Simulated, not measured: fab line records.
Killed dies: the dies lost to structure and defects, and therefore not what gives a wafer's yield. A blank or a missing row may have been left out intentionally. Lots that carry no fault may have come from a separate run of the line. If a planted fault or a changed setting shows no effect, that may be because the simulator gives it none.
fab line records ; flow n5Finfet ; part 2 of 2: steps 5 to 6 of 6
record: lots: 22; wafers: 66; lastDay: 19
route steps=1938 shown PMOS_HMC_CHANNEL_EPI@71 FIN_SAQP@99 FIN_CUT@177 STI_FIN_REVEAL@183
lots that met no fault: from a run of the same line without faults
startH: the number of hours between the record's first day and the start of the first shown wafer of the lot ; waitH: hours from the lot's prior step to this one ; " identical to the entry in the row above ; L1.1+2: several wafers, shown together as one row ; - no value, or no start was given ; * or withheld: withheld ; < > ~ a bound
route shown NAME@n: names a module that has steps shown in the file, with the first one's number in the route ; usual: mean/standard deviation taken from wafers without a fault ; same: alike in all rows ; chamber/n: place in a boat ; sites: the reading at each site ; _std_site: standard deviation of those values ; _edge_site: mean of outer sites minus mean of inner sites ; radiusMm: how far each site lies from the wafer's centre ; mask NAME#n: copy n ; behind: tool/chamber where the wafer was last shaped ; hold: reason for holding the lot/hours on hold/outcome of the hold ; device: which transistor (n, p or np) failed to switch ; end of line: at the end of the route, the tests of the same wafers ; for a step that has no rows: nothing shown but its recipe ; killed: at the first sort, the dies lost to defects and structure; wafer yield is something else ; map: the dies of a wafer, with x for killed, . for not killed, _ for no die there
set.NAME: the setting as run; set.NAME@STEP: as run at that earlier step ; model.NAME: the simulator's own value behind a step, which no gauge read
the route's steps for a sample of lots (tables are steps, rows are wafers)
services: the hour from which a tool's chamber was out of use, counted from the record's first day as startH (under 0 if before that day), plus the number of hours and why
== steps ==
step: N5_STI_FIN_REVEAL_ALD_00
recipe: material: SiO2; targetThkA: 10; tempC: 300; aldPrecursorFamily: BDEAS; aldCoReactant: O2-plasma; pulseTimeS: 1; pressureTorr: 2
usual: heaterPowerW: 487/57; precursorPulseHeightRel: 0.999/0.019
lot.wafer;tool;chamber;startH;waitH;heaterPowerW;precursorPulseHeightRel
L074.2;aldSin-02;1;28.90;0.4;583;0.999
L074.3;aldSin-02;0;28.90;0.4;393;1.003
L074.6;aldSin-02;0;28.90;0.4;385;0.988
L075.1;aldSin-02;0;35.01;0.0;390;1.014
L075.2;aldSin-02;1;35.01;0.0;590;0.994
L075.5;aldSin-02;2;35.01;0.0;519;0.986
L076.2;aldSin-04;0;40.85;0.0;393;1.014
L076.5;aldSin-04;0;40.85;0.0;412;1.023
L076.6;aldSin-04;1;40.85;0.0;475;1.015
L077.1;aldSin-04;2;47.41;1.2;599;0.963
L077.5;aldSin-04;1;47.41;1.2;474;0.989
L077.6;aldSin-04;2;47.41;1.2;579;0.969
L078.1;aldSin-02;1;52.64;0.3;577;1.020
L078.3;aldSin-02;2;52.64;0.3;543;1.022
L078.6;aldSin-02;2;52.64;0.3;513;0.985
L079.3;aldSin-02;3;59.50;0.0;538;1.039
L079.4;aldSin-02;1;59.50;0.0;580;1.009
L079.6;aldSin-02;3;59.50;0.0;520;1.002
L080.3;aldSin-01;0;63.69;0.0;483;0.988
L080.4;aldSin-01;2;63.69;0.0;466;1.001
L080.5;aldSin-01;2;63.69;0.0;469;0.942
L081.2;aldSin-01;3;69.92;0.0;462;1.007
L081.4;aldSin-01;1;69.92;0.0;470;1.002
L081.5;aldSin-01;3;69.92;0.0;466;0.980
L082.1;aldSin-02;2;76.99;0.0;516;1.025
L082.2;aldSin-02;3;76.99;0.0;531;1.013
L082.5;aldSin-02;0;76.99;0.0;386;0.959
L083.3;aldSin-04;0;81.89;0.3;415;0.990
L083.5;aldSin-04;2;81.89;0.3;596;0.987
L083.6;aldSin-04;1;81.89;0.3;485;0.974
L084.2;aldSin-01;0;89.10;1.3;467;1.023
L084.4;aldSin-01;2;89.10;1.3;466;1.026
L084.6;aldSin-01;1;89.10;1.3;467;0.957
L085.3;aldSin-04;2;95.74;1.6;587;0.992
L085.4;aldSin-04;0;95.74;1.6;413;0.977
L085.5;aldSin-04;3;95.74;1.6;452;0.992
L086.3;aldSin-01;2;100.87;1.0;470;0.993
L086.4;aldSin-01;3;100.87;1.0;463;0.975
L086.6;aldSin-01;1;100.87;1.0;486;1.004
L088.1;aldSin-04;2;112.67;0.1;574;0.960
L088.4;aldSin-04;3;112.67;0.1;445;0.964
L088.6;aldSin-04;0;112.67;0.1;403;1.048
L089.1;aldSin-04;2;118.00;0.0;581;1.014
L089.2;aldSin-04;3;118.00;0.0;450;0.968
L089.3;aldSin-04;0;118.00;0.0;401;0.995
L090.3;aldSin-01;1;125.77;0.0;473;0.986
L090.4;aldSin-01;0;125.77;0.0;474;1.017
L090.6;aldSin-01;2;125.77;0.0;460;1.018
L091.2;aldSin-02;1;131.63;0.4;574;0.981
L091.4;aldSin-02;0;131.63;0.4;411;0.977
L091.6;aldSin-02;1;131.63;0.4;575;1.025
L092.4;aldSin-04;1;137.06;0.0;483;0.994
L092.5;aldSin-04;3;137.06;0.0;453;1.001
L092.6;aldSin-04;2;137.06;0.0;588;0.996
L093.1;aldSin-01;1;143.25;0.0;475;1.001
L093.5;aldSin-01;2;143.25;0.0;474;0.994
L093.6;aldSin-01;3;143.25;0.0;464;0.999
L095.2;aldSin-01;0;153.61;0.0;488;0.984
L095.3;aldSin-01;1;153.61;0.0;470;0.988
L095.4;aldSin-01;2;153.61;0.0;475;0.988
L096.1;aldSin-02;3;160.18;0.0;520;0.991
L096.3;aldSin-02;2;160.18;0.0;532;1.030
L096.5;aldSin-02;1;160.18;0.0;574;1.008
L097.1;aldSin-01;3;169.42;0.6;466;1.018
L097.2;aldSin-01;1;169.42;0.6;473;1.018
L097.3;aldSin-01;2;169.42;0.6;483;1.017
step: N5_STI_FIN_REVEAL_STRIP_24
recipe: chemistry: N2/H2; timeS: 90; powerW: 100; tempC: 40; pressureMtorr: 100; rfFrequencyHz: 6e+07; biasPowerW: 3; n2FlowSccm: 300; h2FlowSccm: 300
usual: drypumpMotorCurrentA: 5.6/0.47; h2FlowSccm: 300.0/0.84; oesProductAu: 0.77/0.073; rfVppV: 45.4/0.8; showerheadPlenumPTorr: 3.39/0.13; throttleValvePct: 12.20/0.21
lot.wafer;tool;chamber;startH;waitH;drypumpMotorCurrentA;h2FlowSccm;oesProductAu;rfHoursCounterH;rfVppV;showerheadPlenumPTorr;throttleValvePct
L074.2;rieDiel-06;2;34.82;0.0;4.9;299.9;0.72;186;46.0;3.36;11.99
L074.3;rieDiel-06;0;34.82;0.0;5.8;300.6;0.70;239;46.4;3.21;12.74
L074.6;rieDiel-06;0;34.82;0.0;5.8;300.2;0.69;-;45.4;3.21;12.75
L075.1;rieDiel-06;3;41.72;0.0;6.0;299.0;0.84;71;45.8;3.57;12.05
L075.2;rieDiel-06;1;41.72;0.0;5.8;300.3;0.81;92;44.3;3.28;12.11
L075.5;rieDiel-06;0;41.72;0.0;5.9;298.6;0.69;-;43.6;3.21;12.76
L076.2;rieDiel-06;1;47.12;0.0;5.8;299.0;0.81;94;45.9;3.28;12.12
L076.5;rieDiel-06;2;47.12;0.0;4.9;299.8;0.72;-;44.8;3.35;12.02
L076.6;rieDiel-06;3;47.12;0.0;6.0;300.2;0.84;-;47.0;3.57;12.07
L077.1;rieDiel-04;2;53.93;0.0;5.8;297.7;0.84;45;44.7;3.45;12.21
L077.5;rieDiel-04;1;53.93;0.0;5.9;300.1;0.76;-;47.0;3.51;11.99
L077.6;rieDiel-04;2;53.93;0.0;5.8;299.3;0.84;-;45.1;3.45;12.23
L078.1;rieDiel-05;0;58.37;0.0;6.5;300.0;0.79;121;44.6;3.27;12.09
L078.3;rieDiel-05;3;58.37;0.0;5.5;299.7;0.71;178;45.1;3.47;12.38
L078.6;rieDiel-05;3;58.37;0.0;5.5;299.9;0.72;-;46.9;3.47;12.38
L079.3;rieDiel-05;3;65.21;0.0;5.5;299.6;0.72;180;45.5;3.47;12.37
L079.4;rieDiel-05;0;65.21;0.0;6.4;300.7;0.80;123;45.4;3.27;12.07
L079.6;rieDiel-05;1;65.21;0.0;5.2;299.8;0.73;-;45.2;3.47;12.42
L080.3;rieDiel-04;3;69.69;0.0;5.8;299.4;0.81;113;44.7;3.25;12.17
L080.4;rieDiel-04;0;69.69;0.0;4.7;300.5;0.89;36;45.4;3.42;11.89
L080.5;rieDiel-04;0;69.69;0.0;4.8;300.2;0.89;-;45.5;3.42;11.89
L081.2;rieDiel-06;3;75.58;0.0;6.1;299.9;0.82;83;46.6;3.56;12.09
L081.4;rieDiel-06;2;75.58;0.0;5.0;300.2;0.71;-;46.2;3.35;12.04
L081.5;rieDiel-06;3;75.58;0.0;6.0;299.8;0.83;-;44.5;3.56;12.10
L082.1;rieDiel-05;1;82.66;0.0;5.2;300.8;0.73;211;45.8;3.47;12.43
L082.2;rieDiel-05;0;82.66;0.0;6.5;299.5;0.79;128;46.3;3.26;12.09
L082.5;rieDiel-05;1;82.66;0.0;5.2;301.0;0.73;-;44.5;3.47;12.44
L083.3;rieDiel-04;3;87.82;0.0;5.8;299.1;0.80;121;45.1;3.24;12.19
L083.5;rieDiel-04;2;87.82;0.0;5.8;299.2;0.83;-;46.1;3.45;12.24
L083.6;rieDiel-04;3;87.82;0.0;5.8;300.8;0.80;-;45.4;3.24;12.21
L084.2;rieDiel-06;1;94.83;0.0;5.8;300.2;0.79;113;45.3;3.27;12.17
L084.4;rieDiel-06;2;94.83;0.0;5.0;299.2;0.69;-;44.3;3.34;12.06
L084.6;rieDiel-06;1;94.83;0.0;5.8;299.6;0.78;-;44.9;3.27;12.16
L085.3;rieDiel-05;0;101.40;0.0;6.4;300.2;0.77;137;45.9;3.26;12.12
L085.4;rieDiel-05;0;101.40;0.0;6.5;300.6;0.78;-;45.4;3.26;12.10
L085.5;rieDiel-05;1;101.40;0.0;5.2;299.9;0.71;-;44.7;3.46;12.46
L086.3;rieDiel-06;0;106.54;0.0;5.9;299.4;0.98;3;45.9;3.61;12.12
L086.4;rieDiel-06;1;106.54;0.0;5.8;300.2;0.78;117;45.4;3.27;12.16
L086.6;rieDiel-06;3;106.54;0.0;6.1;299.6;0.81;-;46.8;3.55;12.12
L088.1;rieDiel-05;1;118.59;0.0;5.2;302.4;0.71;228;45.2;3.46;12.47
L088.4;rieDiel-05;1;118.59;0.0;5.2;299.8;0.71;-;43.8;3.46;12.48
L088.6;rieDiel-05;3;118.59;0.0;5.5;301.0;0.69;-;44.8;3.46;12.45
L089.1;rieDiel-05;3;123.71;0.0;5.6;299.6;0.69;204;44.8;3.46;12.44
L089.2;rieDiel-05;0;123.71;0.0;6.4;300.8;0.77;148;44.9;3.25;12.14
L089.3;rieDiel-05;1;123.71;0.0;5.2;301.6;0.71;230;45.9;3.45;12.48
L090.3;rieDiel-04;1;131.45;0.0;6.0;299.6;0.74;158;45.5;3.50;12.06
L090.4;rieDiel-04;2;131.45;0.0;5.8;300.3;0.81;74;44.7;3.44;12.30
L090.6;rieDiel-04;1;131.45;0.0;6.0;299.8;0.73;-;45.4;3.50;12.06
L091.2;rieDiel-06;3;163.77;0.0;6.0;299.0;0.79;115;47.8;3.54;12.18
L091.4;rieDiel-06;1;163.77;0.0;5.8;300.6;0.77;136;45.6;3.26;12.22
L091.6;rieDiel-06;0;163.77;0.0;5.9;301.0;0.93;-;45.5;3.60;12.18
L093.1;rieDiel-05;2;166.24;0.0;5.2;298.5;0.96;12;46.3;3.56;11.59
L093.5;rieDiel-05;1;166.24;0.0;5.2;299.8;0.69;-;46.3;3.45;12.52
L093.6;rieDiel-05;2;166.24;0.0;5.2;299.7;0.94;-;45.2;3.56;11.59
L092.4;rieDiel-04;0;166.34;0.0;4.8;300.0;0.84;-;44.4;3.40;11.98
L092.5;rieDiel-04;3;166.34;0.0;5.8;300.8;0.78;-;46.3;3.23;12.24
L092.6;rieDiel-04;1;166.34;0.0;6.0;300.2;0.74;-;45.5;3.49;12.09
L095.2;rieDiel-06;3;167.93;0.0;6.0;301.0;0.79;116;46.2;3.54;12.19
L095.3;rieDiel-06;2;167.93;0.0;4.9;301.0;0.68;234;44.8;3.33;12.12
L095.4;rieDiel-06;0;167.93;0.0;5.8;299.4;0.94;23;45.2;3.60;12.19
L096.1;rieDiel-06;0;170.17;0.0;5.8;298.5;0.93;23;47.5;3.60;12.19
L096.3;rieDiel-06;2;170.17;0.0;5.0;300.3;0.68;234;46.4;3.33;12.14
L096.5;rieDiel-06;2;170.17;0.0;5.0;301.7;0.67;-;45.4;3.33;12.13
L097.1;rieDiel-05;3;175.32;0.0;5.6;298.7;0.69;221;45.7;3.45;12.46
L097.2;rieDiel-05;1;175.32;0.0;5.2;300.8;0.69;247;45.7;3.45;12.53
L097.3;rieDiel-05;0;175.32;0.0;6.4;300.5;0.75;161;45.1;3.25;12.18
== services ==
tool;chamber;startH;hours;kind
rieSi-03;2;1.87;8.5;repair
aldSin-01;-;6.64;1.5;repair
aldSin-04;0;10.50;18.4;repair
pecvd-04;-;25.80;2.8;pm
rieDiel-02;-;28.76;0.9;repair
rieDiel-05;-;38.45;3.1;repair
rieSi-06;1;45.35;4.5;repair
rieDiel-04;1;47.31;3.7;repair
rieDiel-03;1;55.48;3.0;repair
rieDiel-04;1;72.66;7.5;repair
rieSi-03;-;79.35;2.8;pm
aldSin-02;-;87.22;14.0;pm
rieDiel-05;2;89.97;4.8;repair
rieDiel-04;1;106.99;5.1;repair
aldSin-04;-;111.52;0.6;repair
aldSin-04;1;117.69;4.4;repair
pecvd-03;0;125.38;3.8;repair
aldSin-02;-;138.04;2.8;pm
rieDiel-05;0;147.50;7.9;repair
rieSi-06;3;148.72;5.3;repair
aldSin-01;2;154.61;3.5;repair
rieDiel-04;2;158.73;9.8;repair
aldSin-02;-;165.12;14.6;pm
rieDiel-03;2;170.50;10.6;repair
